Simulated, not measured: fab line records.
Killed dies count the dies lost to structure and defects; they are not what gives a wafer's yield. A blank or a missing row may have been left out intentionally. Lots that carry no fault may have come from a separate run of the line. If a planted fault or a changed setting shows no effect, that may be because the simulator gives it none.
Code-filled problem report in 8D (eight disciplines) form / flow n5 finfet / the parts of the form that need people (team, actions taken, sign-off) are left out

== 1. THE ISSUE ==
time to endpoint s at N5_BEOL_M6_CMP_52 reads a mean of 35.9 s on 4 wafers of 3 lots; wafers without a fault read 61.7 s with a standard deviation of 2.9. Relative to the usual mean, that is a shift of -8.9 standard deviations.
The step: polishes, stops on SiCOH lowk, t overpolish 6.9 s, target thk 80 nm.
The first sign was on wafer L205.2 at day 13 05:58, on cmp-02. Wafers with a number at this step in the record: 30, from 11 lots. By rule, "out" or "out of limits" means more than 4 standard deviations away from the usual mean. Any other wafer with a number is counted as sound.

== 2. WHAT IT IS, AND WHAT IT ISN'T ==
question=which readings at this step | is=time to endpoint s | is not=motor current A
question=which lots | is=L205, L206, L207 | is not=L192, L194, L195, L196, L197, L209, L213, L215
question=which wafers of those lots | is=L205.2, L206.1, L206.2, L207.1 | is not=L205.6, L207.4
question=read on which tools | is=cmp-02 | is not=cmp-01, cmp-04
question=when | is=from day 13 05:58 | is not=up to then (16 sound wafers); but 10 sound wafers of L207, L209, L213, L215 came after

== 3. SUSPECTS, AND WHAT RULES EACH OUT ==
Counting: a tool at a process step up to the reading stays a suspect if it ran every lot that is out. Sound lots after the first of them don't rule it out here, since some wafers of a struck lot are sound.
- pvd sputter-02 at N5_BEOL_M6_PRE_CLEAN_45 (time 30 s): kept. It processed each lot that is out (first: L205, day 13 03:20); up to then, its last sound lot is L194 (day 9 22:38).
- ecd cu-02 at N5_BEOL_M6_ECD_50 (material Cu, target thk 300 nm): kept. It processed each lot that is out (first: L205, day 13 04:14); up to then, its last sound lot is L196 (day 10 21:47).
- cmp-02 at N5_BEOL_M6_CMP_52 (polishes, stops on SiCOH lowk, t overpolish 6.9 s, target thk 80 nm): kept. It processed each lot that is out (first: L205, day 13 05:58); up to then, its last sound lot is L196 (day 10 22:21). Its own readings are out on those wafers: time to endpoint s.
Still standing after the count: pvd sputter-02 at N5_BEOL_M6_PRE_CLEAN_45, ecd cu-02 at N5_BEOL_M6_ECD_50, cmp-02 at N5_BEOL_M6_CMP_52.

== 4. THE CAUSE (what the simulator had put in) ==
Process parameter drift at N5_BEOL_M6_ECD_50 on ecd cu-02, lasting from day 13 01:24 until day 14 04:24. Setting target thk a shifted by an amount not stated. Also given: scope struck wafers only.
Counting left 3 suspects, and this tool is among them.

== 5. THE CHAIN OF EFFECTS, in route order ==
Each row: a reading whose mean over the struck wafers that have a number lies more than 3 standard deviations from the usual. Only readings whose record carries a usual standard deviation are examined. hours: median over the lots of the time between each lot's start at the first step of this table that gives one and its start at this step. sigmas: the change, counted in usual standard deviations.
hours=0; step=N5_BEOL_M6_CMP_52; reading=time to endpoint s; usual=61.7 s; on struck wafers=35.9; change=-25.8; sigmas=-8.9
The process steps in it:
- N5_BEOL_M6_CMP_52: polishes, stops on SiCOH lowk, t overpolish 6.9 s, target thk 80 nm.

== 6. WHAT WOULD HAVE CAUGHT IT SOONER ==
5 hours passed between the start of the fault at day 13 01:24 and the first reading out of limits in this record, taken at day 13 05:58.
Of the lots that are out (3), L206 began N5_BEOL_M6_ECD_50 on ecd cu-02 after day 13 05:58. A hold on the tool at that time would have spared it.
